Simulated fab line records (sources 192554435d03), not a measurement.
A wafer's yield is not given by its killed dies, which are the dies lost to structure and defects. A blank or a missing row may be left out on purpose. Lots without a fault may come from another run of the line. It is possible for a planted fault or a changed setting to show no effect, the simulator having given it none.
A lot that was struck, set against a sound lot	flow n5_finfet	15 steps out of a route of 1938
Sound: wafers L419.2, L419.3, L419.6. The struck wafers were L424.3, L424.4, L424.6. The cause comes at the end.
Order at every step that has rows: each side's tool, ch and its chambers, its first start. Under that, the readings that differ: sound wafers	struck wafers	difference of the means	sigmas: that difference in standard deviations of wafers without a fault.
alike: words and numbers the same on both sides, and readings whose means are apart by under 2 such deviations; not compared: readings that were withheld, readings missing a value for some wafer, numbers with overlapping values and no deviation given by the record, and bounds like >300 which may hide the same value.
The two part at a step that has a row with sigmas, a row that says differs or no value, or rows on one side only. Numbers that don't overlap but have no deviation are shown without sigmas and don't part them. A reading that every wafer of one side lacks parts them only if that side has two wafers or more.

first, 3 steps without rows for these wafers: N5_SDB_PRECLEAN_38 (cleans in dHF, time 10 s); N5_SDB_PRECLEAN_39 (cleans in O3/DIW, time 45 s); N5_SDB_SRD_28 (time 30 s).
N5_SDB_ALD_29: deposits SiNx, target thk 30 nm, pulse time 1 s, ald cycles 600.
  sound on ald_sin-02 ch 1,3, day 4 06:14; struck on ald_sin-03 ch 1,2, day 5 14:56
  alike: heater_power_w, precursor_pulse_height_rel
N5_SDB_CMP_30: polishes, stops on poly-Si, t overpolish 1.54 s, target thk 30 nm.
  sound on cmp-02 ch 0,1,3, day 4 09:01; struck on cmp-02 ch 0,3, day 5 17:43
  alike: motor_current_A, overpolish_run_s, slurry_filter_dp_kPa, time_to_endpoint_s
N5_SDB_THK_MEAS_31:
  struck on film_metro-02, day 5 17:58; sound on film_metro-02, day 4 09:16
  alike: SDB_THK
N5_SDB_INSPECT_36: inspects for defects (darkfield).
  struck on defect_inspect-01, day 5 17:59; sound on defect_inspect-01, day 4 09:18
  alike: raw_defect_count
N5_DUMMY_REMOVAL_HM_STRIP_01: strips SiNx in CH3F/O2, stops on poly-Si, target depth 4 nm, time 6.8 s.
  sound on rie_diel-02 ch 1,2, day 4 09:20; struck on rie_diel-01 ch 0,2,3, day 5 18:01
  alike: drypump_motor_current_A, oes_product_au, rf_vpp_V, showerhead_plenum_p_Torr, throttle_valve_pct
  not compared: rf_hours_counter_h
N5_DUMMY_REMOVAL_STRIP_10: strips in N2/H2, time 40 s.
  sound on rie_diel-02 ch 1,2, day 4 09:22; struck on rie_diel-01 ch 0,2,3, day 5 18:04
  alike: bias_power_w, drypump_motor_current_A, n2_flow_sccm, oes_product_au, rf_vpp_V, showerhead_plenum_p_Torr, throttle_valve_pct
  not compared: rf_hours_counter_h
then, 2 steps without rows for these wafers: N5_DUMMY_REMOVAL_PRECLEAN_07 (cleans in dHF, time 30 s); N5_DUMMY_REMOVAL_DUMMY_REMOVE_02 (chemistry TMAH, target poly-Si, stops on SiO2, target depth 142 nm, time 57 s, rinse time 30 s).
N5_DUMMY_REMOVAL_INSPECT_06: inspects for defects (brightfield).
  struck on defect_inspect-01, day 5 18:13; sound on defect_inspect-02, day 4 09:32
  alike: raw_defect_count
N5_DUMMY_REMOVAL_PRECLEAN_08: cleans in NF3:NH3, afs cycles 2, time 20 s, sublimation time 60 s.
  sound on remote_plasma-01 ch 1, day 4 09:35; struck on remote_plasma-02 ch 0, day 5 18:19
reading	sound	struck	difference	sigmas
temp_c (C)	30.16 30.04 30.07	32.31 32.28 32.27	+2.20	+20
  alike: sublimation_temp_c
then, 1 step without rows for these wafers: N5_DUMMY_REMOVAL_PRECLEAN_04 (cleans in DHF, time 37 s).
-- here the record skips 4 days between the struck wafers' starts before and after, leaving off in module DUMMY_REMOVAL and picking up in module BEOL_M4 (first step shown: number 1111 of the route) --
N5_BEOL_M4_RC_MEAS_101:
  sound on prober-02 ch 0, day 8 12:43; struck on prober-02 ch 0, day 9 20:59
  alike: DIBL_N, DIBL_P, IOFF_N, IOFF_P, ION_N, ION_P, SS_N, SS_P, VT_N, VT_P

## WHERE THEY PART
Within this record, at N5_DUMMY_REMOVAL_PRECLEAN_08 only. Later steps at which nothing parts them and some readings are alike: N5_BEOL_M4_RC_MEAS_101.

WHY: what had been put in by the simulator
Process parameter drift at N5_DUMMY_REMOVAL_PRECLEAN_08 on remote_plasma-02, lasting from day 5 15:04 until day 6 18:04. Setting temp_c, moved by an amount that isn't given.
